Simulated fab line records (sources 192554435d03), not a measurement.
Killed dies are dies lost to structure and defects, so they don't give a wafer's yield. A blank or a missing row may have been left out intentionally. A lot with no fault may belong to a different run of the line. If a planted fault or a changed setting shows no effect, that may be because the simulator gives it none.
fab line records + flow n5_finfet + part 1 of 2: steps 1 to 3 of 6
record
- lots=21
- wafers=63
- last_day=19
route steps=1938 shown BEOL_M0_SAQP@677 BEOL_M0@720 BEOL_M1@751
lots with no fault: from the same line, run without faults
start_h: hours from the record's first day to the start of the lot's first wafer shown + wait_h: hours since the lot's step before + " same as the row above + L1.1+2: one row covering several wafers at once + - value missing, or start not given + * or withheld: withheld + < > ~ a bound
route shown NAME@n: names a module that has steps shown in the file, with the first one's number in the route + usual: mean/standard deviation taken from wafers without a fault + same: alike in all rows + chamber/n: place in a boat + sites: per-site readings + _std_site: standard deviation of those values + _edge_site: inner sites' mean taken away from outer sites' mean + radius_mm: how far each site lies from the wafer's centre + mask NAME#n: copy n + behind: tool/chamber where the wafer was last shaped + hold: why the lot was held/for how many hours/how that ended + device: transistor that didn't switch, given as n, p or np + end of line: at the end of the route, the tests of the same wafers + where a step has no rows: the recipe by itself + killed: count of dies lost to structure and defects at first sort (not the wafer's yield) + map: the dies of a wafer, with x for killed, . for not killed, _ for no die there
set.NAME: the run value of the setting; set.NAME@STEP: its run value at that earlier step + model.NAME: the simulator's own value behind a step, which no gauge read
a sample of lots followed through the steps of the route, with each step as a table and each wafer as a row
services: from which hour (start_h, from the record's first day; less than 0 if before it) a tool's chamber was out of use, for how many hours, and why
## steps
# step N5_BEOL_M0_SAQP_SPACER2_ETCHBACK_27
# recipe
- chemistry=CHF3/O2
- mode=anisotropic_etchback
- target=SiO2
- target_depth_a=225
- time_s=11.25
- pressure_mtorr=30
- source_w=650
- bias_w=170
- Ar_flow_sccm=200
- CHF3_flow_sccm=50
- O2_flow_sccm=5
- ion_energy_ev=200
# usual
- drypump_motor_current_A=5.9/0.49
- oes_o_777_au=0.76/0.063
- oes_product_au=0.76/0.065
- rf_vpp_V=527/7.8
- showerhead_plenum_p_Torr=2.42/0.079
- throttle_valve_pct=18.99/0.24
# same
- time_s=11.25
| lot.wafer | tool        | chamber | start_h | wait_h | drypump_motor_current_A | oes_o_777_au | oes_product_au | rf_hours_counter_h | rf_vpp_V | showerhead_plenum_p_Torr | throttle_valve_pct |
|-----------|-------------|---------|---------|--------|-------------------------|--------------|----------------|--------------------|----------|--------------------------|--------------------|
| L074.3    | rie_diel-01 | 2       | 110.62  | 0.3    | 5.7                     | 0.78         | 0.78           | 144                | 513      | 2.52                     | 19.11              |
| L074.5    | "           | 3       | "       | "      | 6.2                     | 0.79         | 0.77           | -                  | 526      | 2.51                     | 18.68              |
| L074.6    | "           | 0       | "       | "      | 6.2                     | 0.70         | 0.67           | -                  | 535      | 2.37                     | 18.79              |
| L075.2    | rie_diel-04 | 0       | 119.66  | 0.3    | 5.9                     | 0.69         | 0.71           | 197                | 534      | 2.51                     | 18.82              |
| L075.3    | "           | 3       | "       | "      | 5.9                     | 0.73         | 0.76           | 150                | 535      | 2.41                     | 19.06              |
| L075.5    | "           | 3       | "       | "      | 6.0                     | 0.74         | 0.76           | -                  | 533      | 2.41                     | 19.03              |
| L076.1    | rie_diel-01 | 2       | 122.72  | 0.3    | 5.7                     | 0.78         | 0.78           | 147                | 512      | 2.52                     | 19.09              |
| L076.2    | "           | 3       | "       | "      | 6.2                     | 0.78         | 0.78           | 157                | 526      | 2.51                     | 18.66              |
| L076.6    | "           | 0       | "       | "      | 6.1                     | 0.69         | 0.67           | -                  | 535      | 2.37                     | 18.80              |
| L078.1    | rie_diel-03 | 2       | 133.26  | 0.4    | 4.7                     | 0.77         | 0.77           | 138                | 526      | 2.52                     | 19.30              |
| L078.3    | "           | 3       | "       | "      | 6.4                     | 0.88         | 0.88           | 52                 | 527      | 2.36                     | 18.81              |
| L078.4    | "           | 1       | "       | "      | 6.1                     | 0.73         | 0.73           | 183                | 539      | 2.50                     | 19.08              |
| L080.3    | rie_diel-01 | 1       | 150.48  | 0.3    | 6.2                     | 0.71         | 0.72           | 180                | 527      | 2.31                     | 19.09              |
| L080.5    | "           | 1       | "       | "      | 6.2                     | 0.71         | 0.72           | -                  | 527      | 2.31                     | 19.10              |
| L080.6    | "           | 0       | "       | "      | 6.2                     | 0.68         | 0.67           | -                  | 536      | 2.37                     | 18.80              |
| L081.1    | rie_diel-01 | 3       | 152.90  | 0.3    | 6.2                     | 0.77         | 0.76           | 165                | 524      | 2.51                     | 18.69              |
| L081.2    | "           | 2       | "       | "      | 5.7                     | 0.77         | 0.77           | 156                | 512      | 2.51                     | 19.12              |
| L081.5    | "           | 2       | "       | "      | 5.7                     | 0.77         | 0.77           | -                  | 512      | 2.51                     | 19.11              |
| L082.1    | rie_diel-03 | 3       | 163.60  | 0.3    | 6.4                     | 0.87         | 0.87           | 60                 | 527      | 2.35                     | 18.81              |
| L082.2    | "           | 2       | "       | "      | 4.7                     | 0.77         | 0.75           | 144                | 526      | 2.51                     | 19.29              |
| L082.6    | "           | 0       | "       | "      | 5.0                     | 0.76         | 0.72           | -                  | 517      | 2.42                     | 19.28              |
| L083.1    | rie_diel-04 | 0       | 166.65  | 0.3    | 5.9                     | 0.68         | 0.70           | 211                | 534      | 2.50                     | 18.85              |
| L083.2    | "           | 2       | "       | "      | 5.2                     | 0.70         | 0.70           | 248                | 524      | 2.39                     | 19.16              |
| L083.3    | "           | 1       | "       | "      | 6.1                     | 0.80         | 0.79           | 115                | 527      | 2.32                     | 19.17              |
| L084.1    | rie_diel-01 | 3       | 169.97  | 0.5    | 6.2                     | 0.77         | 0.76           | 170                | 525      | 2.51                     | 18.69              |
| L084.5    | "           | 1       | "       | "      | 6.2                     | 0.70         | 0.72           | -                  | 528      | 2.30                     | 19.09              |
| L084.6    | "           | 2       | "       | "      | 5.7                     | 0.76         | 0.77           | -                  | 512      | 2.51                     | 19.12              |
| L085.1    | rie_diel-04 | 3       | 176.84  | 0.3    | 6.0                     | 0.72         | 0.74           | 167                | 536      | 2.41                     | 19.08              |
| L085.3    | "           | 1       | "       | "      | 6.2                     | 0.79         | 0.78           | 118                | 526      | 2.32                     | 19.14              |
| L085.6    | "           | 0       | "       | "      | 5.9                     | 0.69         | 0.69           | -                  | 535      | 2.50                     | 18.85              |
| L087.2    | rie_diel-01 | 0       | 190.59  | 0.3    | 6.1                     | 0.93         | 0.96           | 2                  | 536      | 2.37                     | 18.41              |
| L087.5    | "           | 1       | "       | "      | 6.2                     | 0.70         | 0.71           | -                  | 527      | 2.30                     | 19.10              |
| L087.6    | "           | 0       | "       | "      | 6.1                     | 0.94         | 0.95           | -                  | 536      | 2.37                     | 18.42              |
| L086.1    | rie_diel-03 | 1       | 191.27  | 0.3    | 6.1                     | 0.73         | 0.72           | 197                | 538      | 2.49                     | 19.09              |
| L086.3    | "           | 2       | "       | "      | 4.7                     | 0.76         | 0.75           | 150                | 525      | 2.51                     | 19.31              |
| L086.5    | "           | 2       | "       | "      | 4.7                     | 0.75         | 0.75           | -                  | 526      | 2.51                     | 19.30              |
| L088.3    | rie_diel-04 | 3       | 202.19  | 0.4    | 5.9                     | 0.72         | 0.73           | 175                | 535      | 2.40                     | 19.10              |
| L088.5    | "           | 3       | "       | "      | 5.9                     | 0.72         | 0.74           | -                  | 535      | 2.40                     | 19.10              |
| L088.6    | "           | 1       | "       | "      | 6.1                     | 0.79         | 0.78           | -                  | 525      | 2.31                     | 19.18              |
| L089.1    | rie_diel-01 | 3       | 207.02  | 0.3    | 6.2                     | 0.76         | 0.75           | 175                | 525      | 2.50                     | 18.70              |
| L089.3    | "           | 2       | "       | "      | 5.7                     | 0.75         | 0.76           | 171                | 510      | 2.51                     | 19.15              |
| L089.6    | "           | 3       | "       | "      | 6.2                     | 0.77         | 0.75           | -                  | 525      | 2.50                     | 18.71              |
| L090.1    | rie_diel-03 | 2       | 212.42  | 0.3    | 4.7                     | 0.76         | 0.75           | 155                | 524      | 2.51                     | 19.33              |
| L090.3    | "           | 0       | "       | "      | 5.0                     | 0.74         | 0.72           | 163                | 517      | 2.42                     | 19.30              |
| L090.5    | "           | 1       | "       | "      | 6.1                     | 0.72         | 0.72           | -                  | 540      | 2.49                     | 19.10              |
| L091.1    | rie_diel-03 | 2       | 214.85  | 0.3    | 4.7                     | 0.76         | 0.74           | 156                | 525      | 2.51                     | 19.31              |
| L091.4    | "           | 1       | "       | "      | 6.1                     | 0.72         | 0.72           | 203                | 537      | 2.49                     | 19.11              |
| L091.6    | "           | 0       | "       | "      | 5.0                     | 0.74         | 0.73           | -                  | 517      | 2.42                     | 19.29              |
| L092.2    | rie_diel-04 | 1       | 217.65  | 0.3    | 6.1                     | 0.78         | 0.79           | 131                | 524      | 2.31                     | 19.18              |
| L092.3    | "           | 3       | "       | "      | 5.9                     | 0.71         | 0.73           | 180                | 534      | 2.40                     | 19.10              |
| L092.6    | "           | 1       | "       | "      | 6.1                     | 0.78         | 0.79           | -                  | 526      | 2.31                     | 19.18              |
| L093.1    | rie_diel-03 | 0       | 225.90  | 0.3    | 5.0                     | 0.74         | 0.72           | 167                | 516      | 2.42                     | 19.30              |
| L093.3    | "           | 1       | "       | "      | 6.1                     | 0.72         | 0.72           | 206                | 537      | 2.49                     | 19.10              |
| L093.5    | "           | 3       | "       | "      | 6.4                     | 0.86         | 0.84           | -                  | 526      | 2.35                     | 18.84              |
| L094.1    | rie_diel-03 | 0       | 229.82  | 0.3    | 5.0                     | 0.74         | 0.73           | 169                | 516      | 2.42                     | 19.30              |
| L094.2    | "           | 3       | "       | "      | 6.4                     | 0.85         | 0.86           | 77                 | 526      | 2.35                     | 18.84              |
| L094.5    | "           | 2       | "       | "      | 4.7                     | 0.75         | 0.74           | -                  | 524      | 2.51                     | 19.34              |
| L095.1    | rie_diel-01 | 1       | 232.55  | 0.3    | 6.3                     | 0.69         | 0.69           | 204                | 527      | 2.30                     | 19.14              |
| L095.4    | "           | 2       | "       | "      | 5.7                     | 0.75         | 0.74           | 179                | 512      | 2.51                     | 19.15              |
| L095.6    | "           | 3       | "       | "      | 6.2                     | 0.76         | 0.75           | -                  | 525      | 2.50                     | 18.73              |
| L096.1    | rie_diel-01 | 3       | 242.83  | 0.3    | 6.2                     | 0.76         | 0.75           | 187                | 525      | 2.50                     | 18.73              |
| L096.3    | "           | 1       | "       | "      | 6.2                     | 0.69         | 0.70           | 207                | 526      | 2.30                     | 19.15              |
| L096.4    | "           | 2       | "       | "      | 5.7                     | 0.74         | 0.75           | 183                | 509      | 2.50                     | 19.15              |
# step N5_BEOL_M0_SAQP_ETCH_73
# recipe
- chemistry=CF4
- target=SiARC
- target_depth_a=195
- mask_material=CAR-EUV
- time_s=32.5
- ion_energy_ev=80
- pressure_mtorr=40
- source_w=545
- bias_w=36
- Ar_flow_sccm=100
- cf4_flow_sccm=100
- ends=cleared
# usual
- drypump_motor_current_A=5.8/0.53
- etch_rf_on_time_s=32.5/0.9
- oes_product_au=0.66/0.06
- rf_vpp_V=184.1/1.1
- showerhead_plenum_p_Torr=2.14/0.063
- throttle_valve_pct=15.68/0.23
| lot.wafer | tool        | chamber | start_h | wait_h | drypump_motor_current_A | etch_rf_on_time_s | oes_product_au | rf_hours_counter_h | rf_vpp_V | showerhead_plenum_p_Torr | throttle_valve_pct |
|-----------|-------------|---------|---------|--------|-------------------------|-------------------|----------------|--------------------|----------|--------------------------|--------------------|
| L074.3    | rie_diel-03 | 2       | 111.35  | 0.0    | 4.7                     | 33.7              | 0.65           | 132                | 183.9    | 2.23                     | 15.94              |
| L074.5    | "           | 3       | "       | "      | 6.4                     | 30.9              | 0.76           | -                  | 183.5    | 2.09                     | 15.38              |
| L074.6    | "           | 0       | "       | "      | 5.0                     | 32.2              | 0.63           | -                  | 185.3    | 2.15                     | 15.83              |
| L075.2    | rie_diel-03 | 1       | 120.34  | 0.0    | 6.1                     | 34.3              | 0.62           | 178                | 185.6    | 2.21                     | 15.75              |
| L075.3    | "           | 2       | "       | "      | 4.7                     | 33.8              | 0.66           | 134                | 185.5    | 2.23                     | 15.93              |
| L075.5    | "           | 0       | "       | "      | 5.0                     | 32.6              | 0.64           | -                  | 184.6    | 2.15                     | 15.84              |
| L076.1    | rie_diel-04 | 1       | 123.80  | 0.0    | 6.1                     | 32.7              | 0.68           | 102                | 184.6    | 2.07                     | 15.85              |
| L076.2    | "           | 0       | "       | "      | 5.9                     | 32.8              | 0.60           | 197                | 185.1    | 2.21                     | 15.47              |
| L076.6    | "           | 3       | "       | "      | 5.9                     | 32.5              | 0.64           | -                  | 183.6    | 2.13                     | 15.71              |
| L078.1    | rie_diel-04 | 1       | 133.95  | 0.0    | 6.1                     | 32.4              | 0.69           | 106                | 183.3    | 2.07                     | 15.86              |
| L078.3    | "           | 3       | "       | "      | 6.0                     | 32.3              | 0.64           | 154                | 185.4    | 2.13                     | 15.72              |
| L078.4    | "           | 1       | "       | "      | 6.1                     | 32.7              | 0.68           | -                  | 182.5    | 2.07                     | 15.85              |
| L080.3    | rie_diel-04 | 2       | 151.25  | 0.0    | 5.2                     | 32.4              | 0.60           | 247                | 183.8    | 2.12                     | 15.86              |
| L080.5    | "           | 1       | "       | "      | 6.1                     | 32.8              | 0.68           | -                  | 182.7    | 2.07                     | 15.85              |
| L080.6    | "           | 0       | "       | "      | 5.9                     | 33.1              | 0.59           | -                  | 183.3    | 2.21                     | 15.50              |
| L081.1    | rie_diel-03 | 0       | 153.70  | 0.0    | 5.0                     | 32.2              | 0.63           | 149                | 184.8    | 2.14                     | 15.86              |
| L081.2    | "           | 1       | "       | "      | 6.1                     | 33.5              | 0.62           | 188                | 184.1    | 2.21                     | 15.76              |
| L081.5    | "           | 1       | "       | "      | 6.1                     | 33.8              | 0.62           | -                  | 183.7    | 2.21                     | 15.78              |
| L082.1    | rie_diel-01 | 3       | 164.40  | 0.0    | 6.2                     | 31.1              | 0.65           | 167                | 184.1    | 2.23                     | 15.42              |
| L082.2    | "           | 2       | "       | "      | 5.7                     | 33.0              | 0.66           | 159                | 184.9    | 2.22                     | 15.75              |
| L082.6    | "           | 2       | "       | "      | 5.7                     | 33.0              | 0.65           | -                  | 185.2    | 2.22                     | 15.76              |
| L083.1    | rie_diel-03 | 3       | 167.33  | 0.0    | 6.4                     | 30.5              | 0.75           | 60                 | 185.7    | 2.08                     | 15.42              |
| L083.2    | "           | 2       | "       | "      | 4.7                     | 33.3              | 0.64           | 145                | 185.2    | 2.23                     | 15.96              |
| L083.3    | "           | 0       | "       | "      | 5.0                     | 32.2              | 0.63           | 153                | 184.6    | 2.14                     | 15.88              |
| L084.1    | rie_diel-04 | 3       | 171.14  | 0.0    | 5.9                     | 32.8              | 0.63           | 166                | 185.4    | 2.13                     | 15.74              |
| L084.5    | "           | 1       | "       | "      | 6.1                     | 32.5              | 0.67           | -                  | 183.1    | 2.06                     | 15.87              |
| L084.6    | "           | 2       | "       | "      | 5.2                     | 32.2              | 0.61           | -                  | 182.1    | 2.12                     | 15.85              |
| L085.1    | rie_diel-04 | 1       | 177.52  | 0.0    | 6.1                     | 32.5              | 0.68           | 118                | 183.5    | 2.06                     | 15.89              |
| L085.3    | "           | 3       | "       | "      | 5.9                     | 33.0              | 0.63           | 167                | 184.0    | 2.13                     | 15.73              |
| L085.6    | "           | 1       | "       | "      | 6.1                     | 32.6              | 0.67           | -                  | 182.6    | 2.06                     | 15.88              |
| L087.2    | rie_diel-04 | 0       | 191.27  | 0.0    | 5.9                     | 33.0              | 0.58           | 218                | 185.2    | 2.21                     | 15.52              |
| L087.5    | "           | 3       | "       | "      | 6.0                     | 32.5              | 0.63           | -                  | 184.8    | 2.12                     | 15.74              |
| L087.6    | "           | 0       | "       | "      | 5.9                     | 32.6              | 0.59           | -                  | 184.4    | 2.21                     | 15.53              |
| L086.1    | rie_diel-04 | 1       | 191.95  | 0.0    | 6.1                     | 32.7              | 0.67           | 123                | 184.1    | 2.06                     | 15.88              |
| L086.3    | "           | 0       | "       | "      | 5.9                     | 32.8              | 0.59           | 218                | 185.4    | 2.21                     | 15.53              |
| L086.5    | "           | 1       | "       | "      | 6.1                     | 32.8              | 0.67           | -                  | 183.3    | 2.06                     | 15.89              |
| L088.3    | rie_diel-04 | 3       | 202.87  | 0.0    | 5.9                     | 32.6              | 0.62           | 175                | 185.1    | 2.12                     | 15.74              |
| L088.5    | "           | 1       | "       | "      | 6.1                     | 32.7              | 0.67           | -                  | 182.7    | 2.06                     | 15.89              |
| L088.6    | "           | 3       | "       | "      | 6.0                     | 32.7              | 0.62           | -                  | 184.6    | 2.12                     | 15.75              |
| L089.1    | rie_diel-01 | 2       | 207.70  | 0.0    | 5.7                     | 32.6              | 0.65           | 171                | 184.4    | 2.22                     | 15.77              |
| L089.3    | "           | 3       | "       | "      | 6.2                     | 30.7              | 0.66           | 175                | 186.0    | 2.23                     | 15.43              |
| L089.6    | "           | 0       | "       | "      | 6.1                     | 33.0              | 0.78           | -                  | 183.6    | 2.10                     | 15.12              |
| L090.1    | rie_diel-01 | 2       | 213.23  | 0.0    | 5.7                     | 32.4              | 0.65           | 173                | 185.1    | 2.21                     | 15.80              |
| L090.3    | "           | 3       | "       | "      | 6.2                     | 30.3              | 0.66           | 177                | 185.7    | 2.22                     | 15.45              |
| L090.5    | "           | 0       | "       | "      | 6.1                     | 32.4              | 0.79           | -                  | 182.4    | 2.10                     | 15.13              |
| L091.1    | rie_diel-03 | 0       | 215.53  | 0.0    | 5.0                     | 32.2              | 0.62           | 164                | 183.4    | 2.14                     | 15.90              |
| L091.4    | "           | 1       | "       | "      | 6.1                     | 34.0              | 0.61           | 203                | 185.0    | 2.20                     | 15.80              |
| L091.6    | "           | 2       | "       | "      | 4.7                     | 33.5              | 0.64           | -                  | 184.3    | 2.22                     | 16.00              |
| L092.2    | rie_diel-01 | 0       | 218.51  | 0.0    | 6.1                     | 32.9              | 0.78           | 9                  | 184.5    | 2.10                     | 15.12              |
| L092.3    | "           | 2       | "       | "      | 5.7                     | 32.5              | 0.64           | 175                | 185.9    | 2.21                     | 15.80              |
| L092.6    | "           | 0       | "       | "      | 6.1                     | 32.9              | 0.77           | -                  | 182.8    | 2.10                     | 15.14              |
| L093.1    | rie_diel-03 | 0       | 226.60  | 0.0    | 5.0                     | 32.1              | 0.62           | 168                | 182.7    | 2.14                     | 15.88              |
| L093.3    | "           | 3       | "       | "      | 6.4                     | 30.8              | 0.72           | 76                 | 183.6    | 2.08                     | 15.46              |
| L093.5    | "           | 2       | "       | "      | 4.7                     | 33.4              | 0.63           | -                  | 185.3    | 2.22                     | 16.01              |
| L094.1    | rie_diel-03 | 1       | 230.51  | 0.0    | 6.1                     | 33.6              | 0.61           | 208                | 185.7    | 2.20                     | 15.79              |
| L094.2    | "           | 0       | "       | "      | 5.0                     | 32.3              | 0.62           | 169                | 183.0    | 2.14                     | 15.90              |
| L094.5    | "           | 0       | "       | "      | 5.0                     | 32.4              | 0.62           | -                  | 183.2    | 2.14                     | 15.89              |
| L095.1    | rie_diel-01 | 1       | 233.23  | 0.0    | 6.3                     | 32.8              | 0.59           | 204                | 183.0    | 2.05                     | 15.86              |
| L095.4    | "           | 0       | "       | "      | 6.2                     | 32.4              | 0.77           | 14                 | 183.4    | 2.10                     | 15.13              |
| L095.6    | "           | 3       | "       | "      | 6.2                     | 30.5              | 0.65           | -                  | 184.6    | 2.22                     | 15.45              |
| L096.1    | rie_diel-03 | 2       | 244.05  | 0.0    | 4.7                     | 33.9              | 0.63           | 165                | 185.9    | 2.22                     | 16.01              |
| L096.3    | "           | 3       | "       | "      | 6.4                     | 31.4              | 0.72           | 81                 | 183.5    | 2.08                     | 15.48              |
| L096.4    | "           | 0       | "       | "      | 5.0                     | 32.6              | 0.61           | 173                | 185.0    | 2.13                     | 15.90              |
# step N5_BEOL_M0_SAQP_CUT_ETCH_46
# recipe
- chemistry=N2/H2
- target=SOC
- target_depth_a=1350
- overetch_a=270
- temp_c=40
- time_s=202.5
- ion_energy_ev=200
- mask_material=SiARC
- pressure_mtorr=30
- source_w=840
- bias_w=150
- n2_flow_sccm=200
- h2_flow_sccm=200
# usual
- drypump_motor_current_A=5.8/0.53
- rf_vpp_V=523.9/2.2
- showerhead_plenum_p_Torr=2.55/0.075
- throttle_valve_pct=17.95/0.29
# same
- time_s=202.5
| lot.wafer | tool        | chamber | start_h | wait_h | drypump_motor_current_A | rf_hours_counter_h | rf_vpp_V | showerhead_plenum_p_Torr | throttle_valve_pct |
|-----------|-------------|---------|---------|--------|-------------------------|--------------------|----------|--------------------------|--------------------|
| L074.3    | rie_diel-03 | 2       | 111.38  | 0.0    | 4.7                     | 132                | 526.3    | 2.65                     | 18.09              |
| L074.5    | "           | 3       | "       | "      | 6.4                     | -                  | 522.6    | 2.48                     | 17.59              |
| L074.6    | "           | 0       | "       | "      | 5.0                     | -                  | 525.1    | 2.57                     | 18.19              |
| L075.2    | rie_diel-03 | 1       | 120.37  | 0.0    | 6.1                     | 178                | 526.9    | 2.64                     | 17.98              |
| L075.3    | "           | 2       | "       | "      | 4.8                     | 134                | 527.8    | 2.65                     | 18.09              |
| L075.5    | "           | 0       | "       | "      | 5.0                     | -                  | 523.5    | 2.57                     | 18.18              |
| L076.1    | rie_diel-04 | 1       | 123.83  | 0.0    | 6.2                     | 102                | 520.5    | 2.47                     | 18.33              |
| L076.2    | "           | 0       | "       | "      | 5.9                     | 197                | 525.4    | 2.63                     | 17.65              |
| L076.6    | "           | 3       | "       | "      | 6.0                     | -                  | 521.5    | 2.55                     | 17.98              |
| L078.1    | rie_diel-04 | 1       | 133.98  | 0.0    | 6.1                     | 106                | 520.2    | 2.47                     | 18.34              |
| L078.3    | "           | 3       | "       | "      | 6.0                     | 154                | 524.1    | 2.55                     | 17.99              |
| L078.4    | "           | 1       | "       | "      | 6.1                     | -                  | 522.2    | 2.47                     | 18.33              |
| L080.3    | rie_diel-04 | 2       | 151.29  | 0.0    | 5.2                     | 247                | 522.5    | 2.52                     | 18.10              |
| L080.5    | "           | 1       | "       | "      | 6.2                     | -                  | 520.0    | 2.47                     | 18.35              |
| L080.6    | "           | 0       | "       | "      | 5.9                     | -                  | 526.9    | 2.63                     | 17.67              |
| L081.1    | rie_diel-03 | 0       | 153.73  | 0.0    | 5.0                     | 149                | 523.9    | 2.56                     | 18.19              |
| L081.2    | "           | 1       | "       | "      | 6.1                     | 188                | 527.4    | 2.64                     | 17.97              |
| L081.5    | "           | 1       | "       | "      | 6.1                     | -                  | 526.9    | 2.64                     | 17.98              |
| L082.1    | rie_diel-01 | 3       | 164.43  | 0.0    | 6.2                     | 167                | 526.5    | 2.66                     | 17.73              |
| L082.2    | "           | 2       | "       | "      | 5.7                     | 159                | 526.8    | 2.64                     | 17.94              |
| L082.6    | "           | 2       | "       | "      | 5.7                     | -                  | 526.9    | 2.64                     | 17.98              |
| L083.1    | rie_diel-03 | 3       | 167.36  | 0.0    | 6.4                     | 60                 | 523.9    | 2.47                     | 17.62              |
| L083.2    | "           | 2       | "       | "      | 4.7                     | 145                | 525.3    | 2.65                     | 18.12              |
| L083.3    | "           | 0       | "       | "      | 5.0                     | 153                | 522.6    | 2.56                     | 18.21              |
| L084.1    | rie_diel-04 | 3       | 171.17  | 0.0    | 5.9                     | 166                | 524.0    | 2.54                     | 18.03              |
| L084.5    | "           | 1       | "       | "      | 6.1                     | -                  | 520.3    | 2.47                     | 18.36              |
| L084.6    | "           | 2       | "       | "      | 5.3                     | -                  | 521.8    | 2.52                     | 18.11              |
| L085.1    | rie_diel-04 | 1       | 177.55  | 0.0    | 6.1                     | 118                | 520.7    | 2.47                     | 18.34              |
| L085.3    | "           | 3       | "       | "      | 5.9                     | 167                | 522.7    | 2.54                     | 18.02              |
| L085.6    | "           | 1       | "       | "      | 6.2                     | -                  | 522.2    | 2.47                     | 18.34              |
| L087.2    | rie_diel-04 | 0       | 191.30  | 0.0    | 5.9                     | 218                | 525.0    | 2.63                     | 17.70              |
| L087.5    | "           | 3       | "       | "      | 6.0                     | -                  | 524.5    | 2.54                     | 18.02              |
| L087.6    | "           | 0       | "       | "      | 5.9                     | -                  | 525.6    | 2.63                     | 17.70              |
| L086.1    | rie_diel-04 | 1       | 191.98  | 0.0    | 6.1                     | 123                | 521.4    | 2.47                     | 18.36              |
| L086.3    | "           | 0       | "       | "      | 5.9                     | 218                | 526.3    | 2.63                     | 17.69              |
| L086.5    | "           | 1       | "       | "      | 6.1                     | -                  | 521.4    | 2.46                     | 18.38              |
| L088.3    | rie_diel-04 | 3       | 202.90  | 0.0    | 6.0                     | 175                | 524.7    | 2.54                     | 18.02              |
| L088.5    | "           | 1       | "       | "      | 6.1                     | -                  | 522.4    | 2.46                     | 18.37              |
| L088.6    | "           | 3       | "       | "      | 5.9                     | -                  | 524.1    | 2.54                     | 18.02              |
| L089.1    | rie_diel-01 | 2       | 207.73  | 0.0    | 5.7                     | 171                | 528.3    | 2.64                     | 17.97              |
| L089.3    | "           | 3       | "       | "      | 6.2                     | 175                | 527.2    | 2.66                     | 17.73              |
| L089.6    | "           | 0       | "       | "      | 6.1                     | -                  | 523.0    | 2.51                     | 17.31              |
| L090.1    | rie_diel-01 | 2       | 213.26  | 0.0    | 5.7                     | 173                | 524.4    | 2.63                     | 18.00              |
| L090.3    | "           | 3       | "       | "      | 6.2                     | 177                | 525.1    | 2.65                     | 17.73              |
| L090.5    | "           | 0       | "       | "      | 6.2                     | -                  | 522.3    | 2.51                     | 17.32              |
| L091.1    | rie_diel-03 | 0       | 215.56  | 0.0    | 5.0                     | 164                | 523.6    | 2.56                     | 18.26              |
| L091.4    | "           | 1       | "       | "      | 6.1                     | 203                | 526.5    | 2.63                     | 18.00              |
| L091.6    | "           | 2       | "       | "      | 4.7                     | -                  | 526.7    | 2.64                     | 18.12              |
| L092.2    | rie_diel-01 | 0       | 218.54  | 0.0    | 6.2                     | 9                  | 522.9    | 2.51                     | 17.29              |
| L092.3    | "           | 2       | "       | "      | 5.7                     | 175                | 526.0    | 2.63                     | 17.99              |
| L092.6    | "           | 0       | "       | "      | 6.1                     | -                  | 522.8    | 2.51                     | 17.31              |
| L093.1    | rie_diel-03 | 0       | 226.63  | 0.0    | 5.0                     | 168                | 524.5    | 2.55                     | 18.24              |
| L093.3    | "           | 3       | "       | "      | 6.4                     | 76                 | 522.2    | 2.46                     | 17.65              |
| L093.5    | "           | 2       | "       | "      | 4.7                     | -                  | 527.0    | 2.64                     | 18.13              |
| L094.1    | rie_diel-03 | 1       | 230.54  | 0.0    | 6.1                     | 208                | 525.2    | 2.63                     | 18.01              |
| L094.2    | "           | 0       | "       | "      | 5.0                     | 169                | 523.0    | 2.55                     | 18.24              |
| L094.5    | "           | 0       | "       | "      | 5.0                     | -                  | 524.3    | 2.55                     | 18.24              |
| L095.1    | rie_diel-01 | 1       | 233.26  | 0.0    | 6.3                     | 204                | 519.8    | 2.43                     | 18.17              |
| L095.4    | "           | 0       | "       | "      | 6.1                     | 14                 | 522.2    | 2.51                     | 17.31              |
| L095.6    | "           | 3       | "       | "      | 6.2                     | -                  | 524.7    | 2.65                     | 17.75              |
| L096.1    | rie_diel-03 | 2       | 244.08  | 0.0    | 4.7                     | 165                | 527.5    | 2.64                     | 18.14              |
| L096.3    | "           | 3       | "       | "      | 6.4                     | 81                 | 521.3    | 2.46                     | 17.66              |
| L096.4    | "           | 0       | "       | "      | 5.0                     | 173                | 523.2    | 2.55                     | 18.25              |
